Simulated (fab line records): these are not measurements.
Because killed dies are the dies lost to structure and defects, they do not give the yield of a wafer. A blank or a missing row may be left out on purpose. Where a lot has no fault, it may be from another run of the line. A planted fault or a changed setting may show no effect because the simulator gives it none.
Chamber matching / flow nandHarc / NHARC_A_CONTACT_DEP_29 on pecvd-03: 3 sister chambers
The step deposits SiON, target thk 100 nm. 14 wafers are shown with their chamber, then 6 later ones without.

## WAFERS, EACH WITH ITS CHAMBER
wafer=L549.1; chamber=2; heaterPowerW (W)=765
wafer=L549.4; chamber=1; heaterPowerW (W)=807
wafer=L549.6; chamber=2; heaterPowerW (W)=743
wafer=L551.1; chamber=2; heaterPowerW (W)=725
wafer=L551.6; chamber=1; heaterPowerW (W)=677
wafer=L558.3; chamber=1; heaterPowerW (W)=835
wafer=L558.5; chamber=1; heaterPowerW (W)=822
wafer=L558.6; chamber=2; heaterPowerW (W)=703
wafer=L560.3; chamber=1; heaterPowerW (W)=726
wafer=L560.4; chamber=1; heaterPowerW (W)=717
wafer=L560.6; chamber=0; heaterPowerW (W)=789
wafer=L563.3; chamber=0; heaterPowerW (W)=858
wafer=L563.5; chamber=2; heaterPowerW (W)=696
wafer=L563.6; chamber=0; heaterPowerW (W)=859

SIGNATURES (averages over the wafers above)
reading=heaterPowerW; chamber 0=835.33; chamber 1=764.00; chamber 2=726.40; scatter within a chamber=50.4
Rule: a wafer's distance from a chamber is the root of the sum, over the readings, of the square of ((its reading less the chamber's mean) divided by the reading's scatter). The wafer belongs to the nearest chamber; if the next one is less than 2 further off, it can't be placed. The scatter: take each reading less its chamber's mean, square it, sum over the shown wafers, divide by the number of wafers less the number of chambers, and take the root.

## WAFERS WITH NO CHAMBER GIVEN
wafer=L564.1; heaterPowerW (W)=755
wafer=L564.3; heaterPowerW (W)=738
wafer=L564.6; heaterPowerW (W)=756
wafer=L565.1; heaterPowerW (W)=821
wafer=L565.2; heaterPowerW (W)=754
wafer=L565.6; heaterPowerW (W)=619

## WHICH CHAMBER EACH ONE RAN IN
wafer=L564.1; from the rows above=can't be placed: 1 or 2 or 0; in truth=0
wafer=L564.3; from the rows above=can't be placed: 2 or 1 or 0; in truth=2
wafer=L564.6; from the rows above=can't be placed: 1 or 2 or 0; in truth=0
wafer=L565.1; from the rows above=can't be placed: 0 or 1 or 2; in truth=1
wafer=L565.2; from the rows above=can't be placed: 1 or 2 or 0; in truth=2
wafer=L565.6; from the rows above=can't be placed: 2 or 1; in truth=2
Placed correctly: 0 of 6. Not placeable from these rows: 6 (in 6, the candidates include the true chamber). 0 placed wrongly.
